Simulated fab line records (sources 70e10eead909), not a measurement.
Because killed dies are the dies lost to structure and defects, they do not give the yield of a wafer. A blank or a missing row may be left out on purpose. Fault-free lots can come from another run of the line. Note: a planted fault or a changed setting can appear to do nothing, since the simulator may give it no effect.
The tool behind it: which one? -- flow nandHarc -- Sampling: 13 lots, 39 wafers, 5 of 1159 route steps

## WHAT THE GAUGES READ, wafer by wafer
NHARC_P_ZERO_WELL_CD_MEAS_52: the cd target is 2000 nm.
lot,measured,on,cdNm (nm)
L571,day 1 17:29,cdSem-01,1999.2 2001.0 2000.4
L573,day 2 05:29,cdSem-01,- - -
L574,day 2 11:46,cdSem-02,1999.7 2001.0 2001.1
L577,day 3 05:53,cdSem-03,1999.6 2000.8 1999.0
L583,day 4 17:40,cdSem-02,1999.8 2002.7 1999.4
L584,day 5 00:17,cdSem-01,1998.8 1999.4 1999.9
L585,day 5 06:11,cdSem-01,1999.8 2001.2 2001.6
L587,day 5 17:31,cdSem-01,2001.0 1999.7 2000.3
L588,day 5 23:32,cdSem-02,1999.2 1998.8 1998.6
L589,day 6 05:43,cdSem-03,2002.1 2001.6 2003.2
L590,day 6 11:32,cdSem-02,1999.6 1998.0 1999.2
L591,day 6 17:52,cdSem-01,1999.7 1997.7 1998.6
L594,day 7 11:34,cdSem-03,2000.5 2000.6 1999.3

NHARC_P_STI_CD_MEAS_16.
lot,measured,on,cdNm (nm)
L571,day 2 13:31,cdSem-01,199.0 197.2 198.8
L574,day 3 03:37,cdSem-03,196.4 196.4 198.5
L577,day 3 23:59,cdSem-03,198.7 201.2 197.5
L583,day 5 09:13,cdSem-02,198.6 198.3 198.6
L584,day 5 19:01,cdSem-02,197.2 200.2 201.0
L585,day 6 03:14,cdSem-02,198.3 200.1 198.0
L587,day 6 15:25,cdSem-01,200.6 199.5 200.9
L588,day 6 15:16,cdSem-01,200.3 199.6 200.2
L589,day 7 02:10,cdSem-03,200.5 201.4 199.6
L590,day 7 02:20,cdSem-01,198.2 196.1 196.8
L591,day 7 13:17,cdSem-03,198.3 201.0 199.4
L594,day 8 05:28,cdSem-01,200.5 201.8 198.0

## EACH LOT AND THE TOOL THAT RAN IT (in order: tool; ch and the chambers of the sampled wafers; start)
lot,NHARC_P_ZERO_WELL_DESCUM_26,NHARC_P_ZERO_WELL_EXPOSE_49,NHARC_P_ZERO_WELL_RTA_42
L571,"rieDiel-01 ch 2,3, day 1 14:30","krfScanner-04 ch 0, day 1 17:20","rtpAnneal-01 ch 0, day 1 18:44"
L573,"rieDiel-07 ch 1,2, day 2 02:37","krfScanner-01 ch 0, day 2 05:20","rtpAnneal-02 ch 0, day 2 06:38"
L574,"rieDiel-06 ch 0,1,2, day 2 08:46","krfScanner-04 ch 0, day 2 11:36","rtpAnneal-02 ch 0, day 2 12:54"
L577,"rieDiel-06 ch 1,3, day 3 02:46","krfScanner-02 ch 0, day 3 05:44","rtpAnneal-01 ch 0, day 3 07:17"
L583,"rieDiel-06 ch 2,3, day 4 14:38","krfScanner-01 ch 0, day 4 17:31","rtpAnneal-02 ch 0, day 4 18:55"
L584,"rieDiel-01 ch 0,2,3, day 4 21:13","krfScanner-01 ch 0, day 5 00:08","rtpAnneal-02 ch 0, day 5 01:26"
L585,"rieDiel-01 ch 0,2,3, day 5 03:11","krfScanner-01 ch 0, day 5 06:01","rtpAnneal-01 ch 0, day 5 07:20"
L587,"rieDiel-07 ch 0,1, day 5 14:38","krfScanner-01 ch 0, day 5 17:21","rtpAnneal-01 ch 0, day 5 18:47"
L588,"rieDiel-07 ch 2,3, day 5 20:40","krfScanner-01 ch 0, day 5 23:23","rtpAnneal-02 ch 0, day 6 00:47"
L589,"rieDiel-07 ch 0,3, day 6 02:44","krfScanner-02 ch 0, day 6 05:34","rtpAnneal-01 ch 0, day 6 06:52"
L590,"rieDiel-06 ch 1,3, day 6 08:32","krfScanner-04 ch 0, day 6 11:23","rtpAnneal-01 ch 0, day 6 12:41"
L591,"rieDiel-07 ch 0,3, day 6 14:44","krfScanner-01 ch 0, day 6 17:41","rtpAnneal-02 ch 0, day 6 18:59"
L594,"rieDiel-06 ch 0,1,2, day 7 08:37","krfScanner-02 ch 0, day 7 11:24","rtpAnneal-02 ch 0, day 7 12:42"
- NHARC_P_ZERO_WELL_DESCUM_26: chemistry O2, time 3 s.
- NHARC_P_ZERO_WELL_EXPOSE_49: exposes mask P HVPW, target cd 2000 nm.
- NHARC_P_ZERO_WELL_RTA_42: time 300 s.

## AS READ BY THE TOOLS THEMSELVES (means over the sampled wafers that have a number; for cases with no such wafer, the mark the record gives instead)
NHARC_P_ZERO_WELL_DESCUM_26.
lot,tool,chamberPressureMTorr (mTorr),drypumpMotorCurrentA (A),oesProductAu (a.u.),rfVppV (V),showerheadPlenumPTorr (Torr),throttleValvePct (%)
L571,rieDiel-01,59.98,5.6,1.000,58.6,1.95,11.314
L573,rieDiel-07,60.00,5.5,1.002,57.0,1.95,11.306
L574,rieDiel-06,60.03,5.3,0.999,58.3,1.93,11.318
L577,rieDiel-06,60.03,6.1,1.002,58.1,1.97,11.314
L583,rieDiel-06,60.01,6.0,1.005,57.6,2.00,11.298
L584,rieDiel-01,60.01,5.5,1.004,57.5,1.95,11.321
L585,rieDiel-01,60.02,5.5,0.998,58.6,1.95,11.318
L587,rieDiel-07,60.04,5.6,1.001,57.7,1.96,11.313
L588,rieDiel-07,59.97,5.2,1.005,57.8,1.95,11.317
L589,rieDiel-07,59.98,5.3,0.998,56.9,1.91,11.308
L590,rieDiel-06,60.05,5.5,1.005,57.9,1.93,11.307
L591,rieDiel-07,60.03,5.3,0.994,58.5,1.91,11.310
L594,rieDiel-06,59.97,5.3,0.999,58.1,1.93,11.311

NHARC_P_ZERO_WELL_RTA_42.
lot,tool,lampPowerPct (%),wafer_temp_C_max
L571,rtpAnneal-01,36,1105.5
L573,rtpAnneal-02,45,1103.5
L574,rtpAnneal-02,45,1103.9
L577,rtpAnneal-01,36,1105.9
L583,rtpAnneal-02,45,1103.1
L584,rtpAnneal-02,45,1103.8
L585,rtpAnneal-01,37,1103.7
L587,rtpAnneal-01,36,1106.0
L588,rtpAnneal-02,45,1104.1
L589,rtpAnneal-01,36,1105.2
L590,rtpAnneal-01,36,1105.0
L591,rtpAnneal-02,45,1104.0
L594,rtpAnneal-02,45,1103.3

## THE ANSWER, worked out from the rows above alone
Rule: the lots themselves supply what counts as usual. The widest of any qualifying gaps counts: lots, ordered by their means at a reading, are off when they make up no more than a third of the lots, leave a main group of 4 or more, and stand apart from it by 3 or more times the standard deviation of that group's means. The tables above print the reading to a certain number of digits; a main group whose means all agree to those digits is not used. Also off: a lot with no number at a reading for which 4 or more lots have one. Where the step has rows for the other lots, those lots are counted as sound. After the gauges, taken in route order, come the tools' own readings; for these a lot's mean is taken, as printed above. The first step at which some lot is off is used, and at that step the reading that is off furthest; a lot without a number counts as furthest.
Off at NHARC_P_ZERO_WELL_CD_MEAS_52 (cdNm): L573. Without a number there: L573. Main group: mean 2000.1 nm, sd 0.98.
If a tool, at a process step before that reading, ran all the lots that are off and no sound lot after the first of them, it fits. Gauges at NHARC_P_ZERO_WELL_CD_MEAS_52: tried the same way as those tools. Of those tried, none fits.

## WHAT HAD BEEN PUT IN BY THE SIMULATOR
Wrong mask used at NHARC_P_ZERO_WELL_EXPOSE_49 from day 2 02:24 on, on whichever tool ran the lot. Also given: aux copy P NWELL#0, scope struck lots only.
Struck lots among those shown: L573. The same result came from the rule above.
